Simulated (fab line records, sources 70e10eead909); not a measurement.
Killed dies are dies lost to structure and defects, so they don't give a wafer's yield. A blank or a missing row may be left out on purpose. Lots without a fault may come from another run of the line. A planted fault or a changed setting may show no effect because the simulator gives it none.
Chamber matching | flow nand_harc | NHARC_P_M2_PRE_CLEAN_32 on pecvd-01: 3 sister chambers
The step time 12 s. 24 wafers are shown with their chamber, then 12 later ones without.

WAFERS WITH THEIR CHAMBER
wafer  | chamber | heater_power_w (W) | susceptor_temp_C (C)
L078.4 | 2       | 547                | 369.93
L078.5 | 0       | 638                | 370.10
L078.6 | 1       | 664                | 370.36
L079.1 | 1       | 648                | 370.42
L079.4 | 1       | 647                | 369.99
L079.6 | 2       | 479                | 370.42
L080.1 | 2       | 549                | 370.27
L080.4 | 0       | 712                | 369.68
L080.5 | 1       | 602                | 370.00
L082.4 | 0       | 668                | 369.67
L082.5 | 2       | 564                | 369.90
L082.6 | 1       | 606                | 370.04
L083.3 | 1       | 638                | 370.02
L083.5 | 0       | 729                | 370.04
L083.6 | 1       | 647                | 370.19
L084.3 | 2       | 559                | 369.84
L084.4 | 2       | 550                | 369.79
L084.6 | 1       | 584                | 370.37
L085.1 | 1       | 641                | 370.05
L085.5 | 1       | 641                | 369.83
L085.6 | 0       | 660                | 370.27
L087.2 | 1       | 644                | 369.72
L087.3 | 0       | 657                | 369.82
L087.5 | 2       | 538                | 369.81

SIGNATURES (means of the wafers above)
reading          | chamber 0 | chamber 1 | chamber 2 | scatter within a chamber
heater_power_w   | 677.33    | 632.91    | 540.86    | 28.5
susceptor_temp_C | 369.9300  | 370.0900  | 369.9943  | 0.236
Rule: a wafer's distance from a chamber is the root of the sum, over the readings, of the square of ((its reading less the chamber's mean) divided by the reading's scatter). The wafer belongs to the nearest chamber; if the next one is less than 2 further off, it can't be placed. The scatter: the root of (the sum of the squares of (reading less its chamber's mean) over the shown wafers, divided by (wafers less chambers)).

WAFERS WITHOUT THEIR CHAMBER
wafer  | heater_power_w (W) | susceptor_temp_C (C)
L089.1 | 534                | 370.15
L089.2 | 727                | 369.95
L089.6 | 531                | 370.11
L093.2 | 698                | 370.10
L093.4 | 541                | 369.83
L093.6 | 543                | 370.00
L096.1 | 665                | 370.45
L096.3 | 537                | 370.29
L096.6 | 563                | 370.43
L097.1 | 735                | 369.89
L097.4 | 625                | 370.19
L097.5 | 512                | 370.19

WHICH CHAMBER EACH WENT THROUGH
wafer  | from the rows above     | in truth
L089.1 | 2                       | 2
L089.2 | can't be placed: 0 or 1 | 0
L089.6 | 2                       | 2
L093.2 | can't be placed: 0 or 1 | 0
L093.4 | 2                       | 2
L093.6 | 2                       | 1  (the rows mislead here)
L096.1 | can't be placed: 1 or 0 | 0
L096.3 | 2                       | 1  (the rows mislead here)
L096.6 | can't be placed: 2 or 1 | 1
L097.1 | can't be placed: 0 or 1 | 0
L097.4 | can't be placed: 1 or 0 | 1
L097.5 | 2                       | 2
Placed correctly: 4 of 12. Can't be placed from these rows: 6 (the true chamber is among the candidates in 6). Placed wrongly: 2.
